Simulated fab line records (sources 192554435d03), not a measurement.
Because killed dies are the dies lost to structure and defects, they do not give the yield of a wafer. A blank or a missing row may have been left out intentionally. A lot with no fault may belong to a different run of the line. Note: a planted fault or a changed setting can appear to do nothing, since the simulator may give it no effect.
Split-lot experiment :: flow n5_finfet :: on a route of 1938 steps: 7 lots, 21 wafers read

== SPLIT DETAILS ==
At N5_BEOL_M14_TRENCH_ETCH_34 (etches SiO2 in C4F8/O2/Ar, target depth 556.65 nm, time 126.9 s), the setting time_s was moved away from the recipe's 126.9 s on 8 of the 21 wafers read, by -13.8% to +17.3%. The other wafers ran this setting at the recipe's value.

== SPLIT TO READING: what lies between them in the file, 1 step ==
- N5_BEOL_M14_STRIP_70: strips in C4F8/O2/Ar

== THE READING ==
trench_depth_nm, in nm, at N5_BEOL_M14_OCD_MEAS_35. A value of 559 nm with a standard deviation of 8 nm is what fault-free wafers of this fab line usually give.

wafer: L076.1
tool, chamber at the split: rie_diel-01, 1
time_s as run, s: 117.6
against the recipe: -7.3%
trench_depth_nm, nm: 525
against lot-mates on the recipe: -42

wafer: L076.3
tool, chamber at the split: rie_diel-01, 3
time_s as run, s: 126.9
against the recipe: recipe
trench_depth_nm, nm: 569
against lot-mates on the recipe: -

wafer: L076.6
tool, chamber at the split: rie_diel-01, 2
time_s as run, s: 126.9
against the recipe: recipe
trench_depth_nm, nm: 566
against lot-mates on the recipe: -

wafer: L078.2
tool, chamber at the split: rie_diel-03, 0
time_s as run, s: 126.9
against the recipe: recipe
trench_depth_nm, nm: 553
against lot-mates on the recipe: -

wafer: L078.3
tool, chamber at the split: rie_diel-03, 1
time_s as run, s: 126.9
against the recipe: recipe
trench_depth_nm, nm: 560
against lot-mates on the recipe: -

wafer: L078.6
tool, chamber at the split: rie_diel-03, 0
time_s as run, s: 126.9
against the recipe: recipe
trench_depth_nm, nm: 553
against lot-mates on the recipe: -

wafer: L080.1
tool, chamber at the split: rie_diel-03, 1
time_s as run, s: 126.9
against the recipe: recipe
trench_depth_nm, nm: 563
against lot-mates on the recipe: -

wafer: L080.5
tool, chamber at the split: rie_diel-03, 1
time_s as run, s: 148
against the recipe: +16.6%
trench_depth_nm, nm: 659
against lot-mates on the recipe: +95

wafer: L080.6
tool, chamber at the split: rie_diel-03, 2
time_s as run, s: 126.9
against the recipe: recipe
trench_depth_nm, nm: 565
against lot-mates on the recipe: -

wafer: L085.1
tool, chamber at the split: rie_diel-03, 0
time_s as run, s: 126.9
against the recipe: recipe
trench_depth_nm, nm: 552
against lot-mates on the recipe: -

wafer: L085.2
tool, chamber at the split: rie_diel-03, 3
time_s as run, s: 148.9
against the recipe: +17.3%
trench_depth_nm, nm: 663
against lot-mates on the recipe: +111

wafer: L085.4
tool, chamber at the split: rie_diel-03, 3
time_s as run, s: 148.9
against the recipe: +17.3%
trench_depth_nm, nm: 662
against lot-mates on the recipe: +110

wafer: L086.1
tool, chamber at the split: rie_diel-03, 2
time_s as run, s: 141.8
against the recipe: +11.7%
trench_depth_nm, nm: 614
against lot-mates on the recipe: +68

wafer: L086.4
tool, chamber at the split: rie_diel-03, 0
time_s as run, s: 141.8
against the recipe: +11.7%
trench_depth_nm, nm: 616
against lot-mates on the recipe: +70

wafer: L086.6
tool, chamber at the split: rie_diel-03, 2
time_s as run, s: 126.9
against the recipe: recipe
trench_depth_nm, nm: 546
against lot-mates on the recipe: -

wafer: L093.2
tool, chamber at the split: rie_diel-02, 3
time_s as run, s: 126.9
against the recipe: recipe
trench_depth_nm, nm: 550
against lot-mates on the recipe: -

wafer: L093.5
tool, chamber at the split: rie_diel-02, 0
time_s as run, s: 109.4
against the recipe: -13.8%
trench_depth_nm, nm: 482
against lot-mates on the recipe: -68

wafer: L093.6
tool, chamber at the split: rie_diel-02, 3
time_s as run, s: 109.4
against the recipe: -13.8%
trench_depth_nm, nm: 469
against lot-mates on the recipe: -81

wafer: L094.1
tool, chamber at the split: rie_diel-02, 2
time_s as run, s: 126.9
against the recipe: recipe
trench_depth_nm, nm: 558
against lot-mates on the recipe: -

wafer: L094.4
tool, chamber at the split: rie_diel-02, 0
time_s as run, s: 126.9
against the recipe: recipe
trench_depth_nm, nm: 560
against lot-mates on the recipe: -

wafer: L094.6
tool, chamber at the split: rie_diel-02, 3
time_s as run, s: 126.9
against the recipe: recipe
trench_depth_nm, nm: 551
against lot-mates on the recipe: -

THE FIT
A straight line over all 21 wafers: trench_depth_nm changes by +5.78 nm for each +1% of time_s; r = +0.99; the points scatter about the line by 7.6 nm.
The same after taking each lot's own level away (the mean of its wafers on the recipe; 21 wafers): +5.89 nm for each +1%; r = +1.00; scatter 4.4 nm.
According to that fit, moving time_s by its largest amount changes the reading by 1e+02 nm.
Across the lots, their own levels run from 546.0 to 567.5 nm, a range of 2.7 times the standard deviation given above.
Consequently the slope shifts little with the lot-to-lot level, the two slopes agreeing.
Check: for one of the wafers moved furthest among these (+17.3%), held out of the fit, the line's prediction against its lot-mates is +101 nm. It came out at +111 nm against them.

== THESE WAFERS: OTHER SPLITS ==
Note: prior to the reading, these wafers also went through further splits. Each is held against what the fit with the lots' levels taken away leaves over:
other split on the same wafers: N5_BEOL_M10_ETCH_41 source_w
wafers away from the commonest value: 10
r with trench_depth_nm (lot level and that fit taken away): -0.19

other split on the same wafers: N5_BEOL_M12_SPUTTER_44 time_s
wafers away from the commonest value: 8
r with trench_depth_nm (lot level and that fit taken away): +0.31

other split on the same wafers: N5_BEOL_M13_ILD_DEP_00 time_s
wafers away from the commonest value: 9
r with trench_depth_nm (lot level and that fit taken away): -0.15

== THE WHOLE CHAIN: every reading that the file lists as answering this split, in the file's order ==
step: N5_BEOL_M14_TRENCH_ETCH_34
what it does: etches SiO2 in C4F8/O2/Ar, target depth 556.65 nm, time 126.9 s
reading: etch.depth_nm (the simulator's own value, which no gauge read)
change (the file's fit): +5.89 nm for each +1% of the setting
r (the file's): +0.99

step: N5_BEOL_M14_OCD_MEAS_35
what it does: 
reading: trench_depth_nm
change (the file's fit): +5.9 nm for each +1% of the setting
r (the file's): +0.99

== FILE'S OWN FIT ==
trench_depth_nm changes by +5.9 nm for each +1% of time_s, r = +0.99.
